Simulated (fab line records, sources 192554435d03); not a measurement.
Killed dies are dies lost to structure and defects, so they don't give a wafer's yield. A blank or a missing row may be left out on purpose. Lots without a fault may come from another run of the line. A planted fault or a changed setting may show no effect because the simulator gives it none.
fab line records | flow n5_finfet
record lots=12 wafers=34 last_day=19
route steps=1938 shown BEOL_M10@1483 PASSIVATION@1936
lots that met no fault: from a run of the same line without faults
start_h: hours from the record's first day to the start of the lot's first wafer shown | wait_h: hours since the lot's step before | " the same as in the row above | L1.1+2: a row that stands for several wafers | - no value, or no start given | * or withheld: withheld | < > ~ a bound
route shown NAME@n: a module of which the file shows steps, and the number in the route of the first | usual: mean/standard deviation of fault-free wafers | same: alike in all rows | chamber/n: place in a boat | sites: the reading at each site | _std_site: their standard deviation | _edge_site: outer sites' mean less inner sites' | radius_mm: how far each site lies from the wafer's centre | mask NAME#n: copy n | behind: the tool/chamber that last shaped the wafer | hold: why the lot was held/for how many hours/how that ended | device: the transistor (n, p or np) that didn't switch | end of line: the same wafers' tests at the end of the route | a step without rows: its recipe alone | killed: dies lost to structure and defects at the first sort, not the wafer's yield | map: a wafer's dies, x killed, . not, _ none there
set.NAME: the setting as run; set.NAME@STEP: as run at that earlier step | model.NAME: the simulator's own value behind a step, which no gauge read
steps of the route over a sample of lots; a table a step, a row a wafer
services: from which hour (start_h, from the record's first day; less than 0 if before it) a tool's chamber was out of use, for how many hours, and why
## steps
# step N5_BEOL_M10_CD_MEAS_11
# recipe target_cd_nm=64.1 landing_energy_ev=500 detector=se_inlens polarity=opening
# usual cd_nm=64.4/0.77
# same landing_energy_ev=500
# columns lot.wafer tool chamber start_h wait_h cd_nm
L481.1 cd_sem-02 0 242.27 - 64.7
L481.2 " 0 " " 65.1
L481.6 " 0 " " 65.5
L482.2 cd_sem-01 0 249.67 - 66.1
L482.3 " 0 " " 65.0
L482.4 " 0 " " 64.5
L486.2 cd_sem-02 0 256.62 - 65.2
L486.3 " 0 " " 64.8
L486.5 " 0 " " 64.9
L485.1 cd_sem-01 0 263.18 - 63.8
L485.2 " 0 " " 62.8
L485.6 " 0 " " 63.6
L484.3 cd_sem-03 0 263.49 - 64.5
L484.4 " 0 " " 65.4
L484.6 " 0 " " 64.6
L488.1 cd_sem-03 0 263.65 - 64.2
L488.2 " 0 " " 64.6
L487.2 cd_sem-01 0 268.49 - 63.1
L487.5 " 0 " " 65.4
L487.6 " 0 " " 64.4
L493.2 cd_sem-03 0 303.90 - 64.4
L493.3 " 0 " " 64.5
L493.6 " 0 " " 64.9
L496.1 cd_sem-02 0 330.77 - 64.4
L496.4 " 0 " " 63.7
L500.1 cd_sem-01 0 364.58 - 65.6
L500.3 " 0 " " 65.2
L500.4 " 0 " " 64.9
L502.1 cd_sem-02 0 367.94 - 65.0
L502.2 " 0 " " 65.0
L502.5 " 0 " " 65.2
L501.4 cd_sem-03 0 390.35 - 64.6
L501.5 " 0 " " 65.2
L501.6 " 0 " " 65.2
# step N5_BEOL_M10_ETCH_62
# recipe chemistry=N2/H2 target=SOC target_depth_a=1100 overetch_a=220 mask_material=SiARC temp_c=40 time_s=165 ion_energy_ev=200 pressure_mtorr=30 source_w=840 bias_w=150 n2_flow_sccm=200 h2_flow_sccm=200
# usual drypump_motor_current_A=5.9/0.42 n2_flow_sccm=199.9/0.55 oes_product_au=0.65/0.058 rf_vpp_V=523.8/2 showerhead_plenum_p_Torr=2.53/0.073 throttle_valve_pct=17.82/0.17
# columns lot.wafer tool chamber start_h wait_h drypump_motor_current_A n2_flow_sccm oes_product_au rf_hours_counter_h rf_vpp_V showerhead_plenum_p_Torr throttle_valve_pct
L481.1 rie_diel-03 3 242.45 0.0 6.3 199.0 0.69 98 522.5 2.45 17.42
L481.2 " 0 " " 6.1 200.3 0.59 194 523.1 2.49 17.95
L481.6 " 1 " " 5.5 200.5 0.68 - 525.0 2.58 17.98
L482.2 rie_diel-06 0 249.84 0.0 5.8 199.0 0.64 146 528.1 2.63 17.69
L482.3 " 3 " " 5.3 200.5 0.70 62 526.2 2.57 17.73
L482.4 " 1 " " 6.5 200.6 0.82 3 526.7 2.61 17.79
L486.2 rie_diel-03 2 256.84 0.0 5.4 200.6 0.59 207 524.3 2.54 17.83
L486.3 " 3 " " 6.3 199.9 0.68 103 520.7 2.45 17.42
L486.5 " 0 " " 6.1 199.9 0.59 - 523.2 2.49 17.97
L485.1 rie_diel-01 2 263.36 0.0 6.3 199.7 0.73 60 525.7 2.58 17.88
L485.2 " 0 " " 6.5 199.9 0.65 171 527.1 2.63 17.98
L485.6 " 0 " " 6.5 200.9 0.64 - 527.3 2.63 17.99
L484.3 rie_diel-03 1 263.66 0.0 5.5 199.6 0.67 101 524.5 2.57 18.00
L484.4 " 0 " " 6.1 200.4 0.59 202 522.1 2.49 17.98
L484.6 " 3 " " 6.3 199.3 0.68 - 522.2 2.45 17.43
L488.1 rie_diel-06 3 263.82 0.0 5.3 199.8 0.69 67 525.6 2.57 17.75
L488.2 " 2 " " 5.4 200.6 0.62 224 522.5 2.52 17.83
L487.2 rie_diel-01 2 268.66 0.0 6.2 201.2 0.72 63 525.6 2.58 17.88
L487.5 " 2 " " 6.2 200.1 0.72 - 524.5 2.58 17.88
L487.6 " 1 " " 6.0 199.9 0.59 - 521.3 2.39 17.68
L493.2 rie_diel-06 3 304.07 0.0 5.3 200.9 0.68 81 525.8 2.56 17.77
L493.3 " 0 " " 5.7 199.8 0.63 164 527.2 2.63 17.72
L493.6 " 1 " " 6.5 198.8 0.77 - 525.5 2.60 17.82
L496.1 rie_diel-06 1 330.95 0.0 6.5 200.4 0.74 31 524.6 2.60 17.84
L496.4 " 3 " " 5.3 200.1 0.67 88 524.7 2.56 17.78
L500.1 rie_diel-01 3 364.75 0.0 6.1 200.5 0.76 28 521.4 2.49 17.80
L500.3 " 1 " " 5.9 199.8 0.57 240 519.5 2.38 17.72
L500.4 " 3 " " 6.1 199.5 0.75 - 521.1 2.49 17.79
L502.1 rie_diel-03 1 368.36 0.0 5.5 200.0 0.65 136 524.0 2.56 18.07
L502.2 " 3 " " 6.3 199.8 0.65 142 522.0 2.44 17.51
L502.5 " 0 " " 6.1 199.4 0.57 - 523.2 2.47 18.03
L501.4 rie_diel-03 0 390.96 0.0 6.1 199.7 0.56 247 523.2 2.47 18.06
L501.5 " 1 " " 5.5 199.6 0.64 - 524.1 2.56 18.08
L501.6 " 2 " " 5.4 200.0 0.58 - 523.5 2.52 17.90
# step N5_BEOL_M10_CD_MEAS_18
# recipe pitch_nm=140 target_cd_nm=70
# usual cd_nm=70.2/0.94
# columns lot.wafer tool chamber start_h wait_h cd_nm
L481.1 cd_sem-03 - 242.95 0.0 69.8
L481.2 " - " " 71.2
L481.6 " - " " 71.3
L482.2 cd_sem-02 - 250.21 0.1 71.3
L482.3 " - " " 71.0
L482.4 " - " " 70.0
L486.2 cd_sem-01 - 257.35 0.1 70.2
L486.3 " - " " 70.1
L486.5 " - " " 70.8
L485.1 cd_sem-02 - 263.72 0.0 69.9
L485.2 " - " " 68.3
L485.6 " - " " 69.5
L484.3 cd_sem-01 - 264.03 0.1 69.9
L484.4 " - " " 71.0
L484.6 " - " " 69.9
L488.1 cd_sem-01 - 264.19 0.0 70.4
L488.2 " - " " 69.3
L487.2 cd_sem-03 - 269.03 0.1 69.7
L487.5 " - " " 71.7
L487.6 " - " " 71.6
L493.2 cd_sem-03 - 304.44 0.1 70.8
L493.3 " - " " 70.8
L493.6 " - " " 70.6
L496.1 cd_sem-02 - 331.32 0.0 70.4
L496.4 " - " " 69.0
L500.1 cd_sem-03 - 365.12 0.0 70.7
L500.3 " - " " 71.8
L500.4 " - " " 71.3
L502.1 cd_sem-02 - 368.73 0.0 70.5
L502.2 " - " " 70.4
L502.5 " - " " 71.2
L501.4 cd_sem-01 - 391.34 0.1 71.2
L501.5 " - " " 70.8
L501.6 " - " " 71.0
# step N5_BEOL_M10_COAT_63
# recipe resist=SOC temp_c=250 time_s=60 spin_rpm=1500 resist_thk_nm=100
# usual spin_speed_rpm=1500.0/0.88
# columns lot.wafer tool chamber start_h wait_h spin_speed_rpm
L481.1 litho_track-03 0 243.03 0.1 1499.9
L481.2 " 0 " " 1499.0
L481.6 " 0 " " 1500.5
L482.2 litho_track-02 0 251.45 1.2 1500.0
L482.3 " 0 " " 1499.4
L482.4 " 0 " " 1500.1
L486.2 litho_track-02 0 257.86 0.5 1502.0
L486.3 " 0 " " 1500.8
L486.5 " 0 " " 1500.1
L485.1 litho_track-01 0 263.88 0.2 1499.5
L485.2 " 0 " " 1499.2
L485.6 " 0 " " 1499.6
L484.3 litho_track-03 0 264.07 0.0 1499.8
L484.4 " 0 " " 1500.0
L484.6 " 0 " " 1500.8
L488.1 litho_track-03 0 264.22 0.0 1499.2
L488.2 " 0 " " 1499.7
L487.2 litho_track-02 0 270.38 1.3 1499.5
L487.5 " 0 " " 1500.9
L487.6 " 0 " " 1500.3
L493.2 litho_track-02 0 304.69 0.2 1500.0
L493.3 " 0 " " 1500.7
L493.6 " 0 " " 1499.1
L496.1 litho_track-02 0 331.37 0.0 1499.5
L496.4 " 0 " " 1498.7
L500.1 litho_track-02 0 365.45 0.3 1337.0
L500.3 " 0 " " 1335.8
L500.4 " 0 " " 1336.1
L502.1 litho_track-01 0 371.19 2.5 1501.2
L502.2 " 0 " " 1499.8
L502.5 " 0 " " 1499.8
L501.4 litho_track-02 0 393.09 1.7 1336.7
L501.5 " 0 " " 1337.5
L501.6 " 0 " " 1336.3
# step N5_PASSIVATION_PROBE_49
# usual defect_limited_yield=91.5/1.7 killed_at_M0_to_M3=33/11 killed_at_M4_up=13/5.2 killed_at_contacts=11/5.7 killed_at_front_end=39/11 killed_at_other=4/3 killed_dies=101/20 killed_open=66/15 killed_short=33/8.4 sort_bin_4_leakage=0.01/0.073 sort_bin_5_function=5.0/1.1 sort_bin_6_memory=3.2/0.69 sort_bin_8_speed=0.1/0.52 sort_n_pass=1078/20 sort_yield_pct=91.4/1.7
# same gross_dies=1180 killed_at_back_side=0
# columns lot.wafer tool chamber start_h wait_h defect_limited_yield[%] killed_at_M0_to_M3 killed_at_M4_up killed_at_contacts killed_at_front_end killed_at_other killed_dies killed_open killed_short sort_bin_4_leakage[%] sort_bin_5_function[%] sort_bin_6_memory[%] sort_bin_8_speed[%] sort_n_pass sort_yield_pct[%]
L501.6 prober-02 - 448.06 0.3 91.9 21 16 3 40 15 95 61 32 0 4.5 3.4 0 1085 91.9
# killed by level:class
L501.6 FIN_SAQP:geometric_particle:open=11 STI_FIN_REVEAL:geometric_particle:open=8 GATE_CUT:geometric_particle:short=6 BEOL_M3:geometric_particle:open=6 BEOL_M4:geometric_particle:open=5 FIN_SAQP:geometric_particle:short=4 BEOL_M2:geometric_particle:open=4 PASS1_CAP:geometric_particle:open=4
## services
# columns tool chamber start_h hours kind
rie_diel-06 1 220.53 - clean
rie_diel-06 1 220.53 - consumable_replace:focus_ring
rie_diel-06 1 220.53 20.2 scheduled_down
rie_diel-06 1 220.53 20.2 vent_cycle
rie_diel-03 - 222.26 2.8 pm
rie_diel-01 3 255.63 - clean
rie_diel-01 3 255.63 - consumable_replace:focus_ring
rie_diel-01 3 255.63 20.5 scheduled_down
rie_diel-01 3 255.63 20.5 vent_cycle
rie_diel-06 3 307.81 6.7 repair
rie_diel-01 3 330.01 15.9 repair
litho_track-02 - 333.21 - consumable_replace:filter
rie_diel-06 2 338.04 - clean
rie_diel-06 2 338.04 - consumable_replace:focus_ring
rie_diel-06 2 338.04 18.1 scheduled_down
rie_diel-06 2 338.04 18.1 vent_cycle
rie_diel-01 0 343.02 22.2 repair
rie_diel-06 2 359.48 33.0 repair
litho_track-02 - 392.52 - consumable_replace:filter
## key
first_sign step=N5_BEOL_M10_COAT_63 reading=spin_speed_rpm direction=down sigmas=99+ usual=* struck=*
effect none on later readings
met_at N5_BEOL_M10_COAT_63
struck_lots L500,L501
not_acting_at N5_BEOL_M10_CD_MEAS_11,N5_BEOL_M10_ETCH_62,N5_BEOL_M10_CD_MEAS_18
onset_between 331.37 365.45
fault kind=process_parameter_drift tool=litho_track-02 chamber=- onset_h=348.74 steps=N5_BEOL_M10_COAT_63 channel=spin_rpm offset=* shape=step end_h=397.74 acts_in=* stated=*
